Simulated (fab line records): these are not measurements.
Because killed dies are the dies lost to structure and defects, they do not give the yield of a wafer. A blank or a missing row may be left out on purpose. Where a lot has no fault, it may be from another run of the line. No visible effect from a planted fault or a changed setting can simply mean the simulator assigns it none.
Matching of chambers :: flow n5-finfet :: 4 sister chambers for N5_BEOL_M14_DESCUM_33 on rie-diel-03
The step chemistry O2, time 7.9 s. 14 wafers are shown with their chamber, then 7 later ones without.

## EACH WAFER AND ITS CHAMBER
wafer: L080.2
chamber: 3
drypump-motor-current-A (A): 5.9
throttle-valve-pct (%): 20.66
showerhead-plenum-p-Torr (Torr): 2.03

wafer: L080.4
chamber: 2
drypump-motor-current-A (A): 5.0
throttle-valve-pct (%): 20.81
showerhead-plenum-p-Torr (Torr): 2.12

wafer: L080.5
chamber: 0
drypump-motor-current-A (A): 5.2
throttle-valve-pct (%): 20.16
showerhead-plenum-p-Torr (Torr): 2.10

wafer: L083.1
chamber: 0
drypump-motor-current-A (A): 5.2
throttle-valve-pct (%): 20.15
showerhead-plenum-p-Torr (Torr): 2.10

wafer: L083.5
chamber: 0
drypump-motor-current-A (A): 5.2
throttle-valve-pct (%): 20.15
showerhead-plenum-p-Torr (Torr): 2.10

wafer: L083.6
chamber: 1
drypump-motor-current-A (A): 5.5
throttle-valve-pct (%): 20.53
showerhead-plenum-p-Torr (Torr): 2.15

wafer: L081.1
chamber: 3
drypump-motor-current-A (A): 6.0
throttle-valve-pct (%): 20.66
showerhead-plenum-p-Torr (Torr): 2.02

wafer: L081.4
chamber: 2
drypump-motor-current-A (A): 5.0
throttle-valve-pct (%): 20.82
showerhead-plenum-p-Torr (Torr): 2.12

wafer: L081.5
chamber: 3
drypump-motor-current-A (A): 5.9
throttle-valve-pct (%): 20.67
showerhead-plenum-p-Torr (Torr): 2.02

wafer: L087.2
chamber: 2
drypump-motor-current-A (A): 5.0
throttle-valve-pct (%): 20.84
showerhead-plenum-p-Torr (Torr): 2.11

wafer: L087.3
chamber: 1
drypump-motor-current-A (A): 5.5
throttle-valve-pct (%): 20.57
showerhead-plenum-p-Torr (Torr): 2.15

wafer: L087.5
chamber: 2
drypump-motor-current-A (A): 5.0
throttle-valve-pct (%): 20.86
showerhead-plenum-p-Torr (Torr): 2.11

wafer: L089.1
chamber: 0
drypump-motor-current-A (A): 5.2
throttle-valve-pct (%): 20.17
showerhead-plenum-p-Torr (Torr): 2.10

wafer: L089.5
chamber: 2
drypump-motor-current-A (A): 5.0
throttle-valve-pct (%): 20.85
showerhead-plenum-p-Torr (Torr): 2.11

SIGNATURES (averages over the wafers above)
reading: drypump-motor-current-A
chamber 0: 5.200
chamber 1: 5.500
chamber 2: 5.000
chamber 3: 5.933
scatter within a chamber: 0.0258

reading: throttle-valve-pct
chamber 0: 20.1575
chamber 1: 20.5500
chamber 2: 20.8360
chamber 3: 20.6633
scatter within a chamber: 0.0169

reading: showerhead-plenum-p-Torr
chamber 0: 2.1000
chamber 1: 2.1500
chamber 2: 2.1140
chamber 3: 2.0233
scatter within a chamber: 0.00432
Rule: a wafer lies at a distance from a chamber equal to the root of the sum of squares, over the readings, of (its reading less the chamber's mean, divided by the reading's scatter). The wafer belongs to the nearest chamber; if the next one is less than 2 further off, it can't be placed. The scatter: the root of (the sum of the squares of (reading less its chamber's mean) over the shown wafers, divided by (wafers less chambers)).

## WAFERS WHOSE CHAMBER IS MISSING
wafer: L089.6
drypump-motor-current-A (A): 5.5
throttle-valve-pct (%): 20.58
showerhead-plenum-p-Torr (Torr): 2.15

wafer: L088.1
drypump-motor-current-A (A): 5.2
throttle-valve-pct (%): 20.20
showerhead-plenum-p-Torr (Torr): 2.10

wafer: L088.4
drypump-motor-current-A (A): 5.9
throttle-valve-pct (%): 20.70
showerhead-plenum-p-Torr (Torr): 2.02

wafer: L088.5
drypump-motor-current-A (A): 5.2
throttle-valve-pct (%): 20.18
showerhead-plenum-p-Torr (Torr): 2.09

wafer: L094.1
drypump-motor-current-A (A): 6.0
throttle-valve-pct (%): 20.69
showerhead-plenum-p-Torr (Torr): 2.01

wafer: L094.5
drypump-motor-current-A (A): 5.4
throttle-valve-pct (%): 20.13
showerhead-plenum-p-Torr (Torr): 2.14

wafer: L094.6
drypump-motor-current-A (A): 5.0
throttle-valve-pct (%): 20.86
showerhead-plenum-p-Torr (Torr): 2.11

## CHAMBER TAKEN BY EACH
wafer: L089.6
from the rows above: 1
in truth: 1

wafer: L088.1
from the rows above: 0
in truth: 0

wafer: L088.4
from the rows above: 3
in truth: 3

wafer: L088.5
from the rows above: 0
in truth: 0

wafer: L094.1
from the rows above: 3
in truth: 3

wafer: L094.5
from the rows above: 0
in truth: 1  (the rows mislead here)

wafer: L094.6
from the rows above: 2
in truth: 2
Placed correctly: 6 of 7. Can't be placed from these rows: 0. Placed wrongly: 1.
